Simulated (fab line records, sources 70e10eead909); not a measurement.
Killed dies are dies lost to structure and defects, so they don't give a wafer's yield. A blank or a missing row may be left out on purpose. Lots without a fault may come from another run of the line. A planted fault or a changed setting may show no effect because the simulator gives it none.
Which tool did it? | flow nand_harc | 13 lots, 39 wafers sampled, at 4 steps of a route of 1159

WHAT THE GAUGES READ, wafer by wafer
NHARC_P_ZERO_WELL_CD_MEAS_52: target cd 2000 nm.
lot  | measured    | on        | cd_nm (nm)
L291 | day 1 18:12 | cd_sem-01 | 2001.2 2000.5 2001.0
L292 | day 1 23:46 | cd_sem-01 | 1998.8 1996.3 2000.7
L294 | day 2 11:47 | cd_sem-02 | - - -
L304 | day 4 23:51 | cd_sem-02 | 1995.2 2001.1 2002.0
L305 | day 5 05:50 | cd_sem-01 | 2001.9 2002.4 2002.6
L307 | day 5 17:46 | cd_sem-03 | 1996.2 2001.9 2000.9
L308 | day 5 23:52 | cd_sem-03 | 1999.9 1999.9 1995.5
L309 | day 6 05:40 | cd_sem-03 | 1999.4 1998.9 1998.0
L310 | day 6 11:42 | cd_sem-01 | 1999.6 2000.8 2000.6
L311 | day 6 17:54 | cd_sem-02 | 2001.8 2000.9 2004.3
L312 | day 6 23:50 | cd_sem-02 | 1994.4 1999.0 1998.2
L313 | day 7 06:05 | cd_sem-03 | 2001.9 2001.0 1999.5
L314 | day 7 11:52 | cd_sem-03 | 2004.7 2000.4 2002.1

NHARC_P_GATE_OVL_MEAS_27.
lot  | measured     | on         | overlay_x_nm (nm) | overlay_y_nm (nm)
L291 | day 4 18:13  | overlay-02 | -0.8 -0.8 -0.6    | -0.8 0.1 -0.2
L292 | day 4 21:22  | overlay-01 | 0.2 0.6 0.4       | -0.5 -0.2 -0.5
L304 | day 8 07:08  | overlay-01 | -0.8 -0.8 -1.3    | 0.1 0.2 0.2
L305 | day 8 07:46  | overlay-01 | 0.4 -0.1 0.7      | -0.2 -1.1 0.1
L307 | day 8 16:01  | overlay-01 | 0.2 0.0 1.0       | 0.4 1.1 0.3
L308 | day 9 04:02  | overlay-02 | 0.0 -0.4 0.0      | -0.8 -0.2 -0.5
L309 | day 9 03:53  | overlay-01 | -0.6 -0.3 -0.1    | -0.6 0.0 -0.3
L310 | day 9 09:56  | overlay-02 | -0.4 -0.5 -0.2    | 0.0 0.1 0.1
L311 | day 9 17:30  | overlay-01 | -1.5 -1.0 -1.7    | -0.9 -0.4 -0.7
L312 | day 9 23:43  | overlay-02 | -0.4 -1.1 -0.2    | -0.4 0.1 -0.4
L313 | day 9 23:52  | overlay-01 | 1.4 1.1 0.7       | 0.8 -0.1 0.1
L314 | day 10 10:59 | overlay-02 | 0.1 0.0 -0.1      | -0.4 -0.5 -0.6

WHICH TOOL RAN EACH LOT (tool, then ch and the chambers of the sampled wafers, then the start)
lot  | NHARC_P_ZERO_WELL_EXPOSE_49      | NHARC_P_GATE_DEP_103
L291 | krf_scanner-02 ch 0, day 1 18:02 | pecvd-03 ch 0,1,2, day 4 17:26
L292 | krf_scanner-02 ch 0, day 1 23:37 | pecvd-03 ch 1,2, day 4 20:43
L294 | krf_scanner-01 ch 0, day 2 11:38 | -
L304 | krf_scanner-02 ch 0, day 4 23:41 | pecvd-02 ch 0,2, day 8 06:23
L305 | krf_scanner-01 ch 0, day 5 05:41 | pecvd-02 ch 0,2, day 8 07:03
L307 | krf_scanner-01 ch 0, day 5 17:37 | pecvd-03 ch 0,1,2, day 8 15:19
L308 | krf_scanner-03 ch 0, day 5 23:43 | pecvd-01 ch 0,1, day 9 03:14
L309 | krf_scanner-03 ch 0, day 6 05:31 | pecvd-03 ch 0,1,2, day 9 03:09
L310 | krf_scanner-01 ch 0, day 6 11:33 | pecvd-03 ch 0,1,2, day 9 09:10
L311 | krf_scanner-01 ch 0, day 6 17:44 | pecvd-03 ch 1,2, day 9 16:45
L312 | krf_scanner-01 ch 0, day 6 23:41 | pecvd-03 ch 0,1,2, day 9 23:01
L313 | krf_scanner-02 ch 0, day 7 05:56 | pecvd-02 ch 0,1,2, day 9 22:59
L314 | krf_scanner-01 ch 0, day 7 11:42 | pecvd-01 ch 0,1, day 10 10:13
- NHARC_P_ZERO_WELL_EXPOSE_49: exposes mask P HVPW, target cd 2000 nm.
- NHARC_P_GATE_DEP_103: deposits SiON, target thk 30 nm.

WHAT THE TOOLS THEMSELVES READ (means of the sampled wafers that have a number; where no wafer has one, the mark that the record gives instead)
NHARC_P_ZERO_WELL_EXPOSE_49.
lot  | tool           | focus_offset_nm (nm)
L291 | krf_scanner-02 | -0.4
L292 | krf_scanner-02 | -0.3
L294 | krf_scanner-01 | -0.5
L304 | krf_scanner-02 | -0.3
L305 | krf_scanner-01 | -0.0
L307 | krf_scanner-01 | 0.1
L308 | krf_scanner-03 | -0.3
L309 | krf_scanner-03 | -0.2
L310 | krf_scanner-01 | -0.0
L311 | krf_scanner-01 | 0.2
L312 | krf_scanner-01 | 0.3
L313 | krf_scanner-02 | -0.4
L314 | krf_scanner-01 | 0.5

NHARC_P_GATE_DEP_103.
lot  | tool     | heater_power_w (W)
L291 | pecvd-03 | 719
L292 | pecvd-03 | 694
L304 | pecvd-02 | 743
L305 | pecvd-02 | 753
L307 | pecvd-03 | 708
L308 | pecvd-01 | 659
L309 | pecvd-03 | 724
L310 | pecvd-03 | 713
L311 | pecvd-03 | 681
L312 | pecvd-03 | 723
L313 | pecvd-02 | 795
L314 | pecvd-01 | 651

THE ANSWER, worked out from the rows above alone
Rule: what is usual is taken from the lots themselves. Put in order of their means at a reading, lots are off if they are a third of the lots or fewer, leave a main group of 4 or more, and stand apart from it by a gap of 3 or more times the standard deviation of the main group's means; of several such gaps the widest counts. A main group whose means are all the same, to the digits that the tables above print for the reading, isn't used. A lot without any number at a reading at which 4 lots or more have one is off too. The other lots that the step has rows for count as sound. The gauges are gone through in route order, then the tools' own readings, and for those a lot's mean is taken as printed above. The first step at which some lot is off is used, and at that step the reading that is off furthest; a lot without a number counts as furthest.
Off: L294, at NHARC_P_ZERO_WELL_CD_MEAS_52 (cd_nm). Without a number there: L294. The main group: mean 2000.1 nm, standard deviation 1.6.
A tool fits if, at a process step before that reading, it ran every lot that is off, and no sound lot after the first of them. The gauges at NHARC_P_ZERO_WELL_CD_MEAS_52 are tried like those tools. None of those tried fits.

WHAT THE SIMULATOR HAD PUT IN
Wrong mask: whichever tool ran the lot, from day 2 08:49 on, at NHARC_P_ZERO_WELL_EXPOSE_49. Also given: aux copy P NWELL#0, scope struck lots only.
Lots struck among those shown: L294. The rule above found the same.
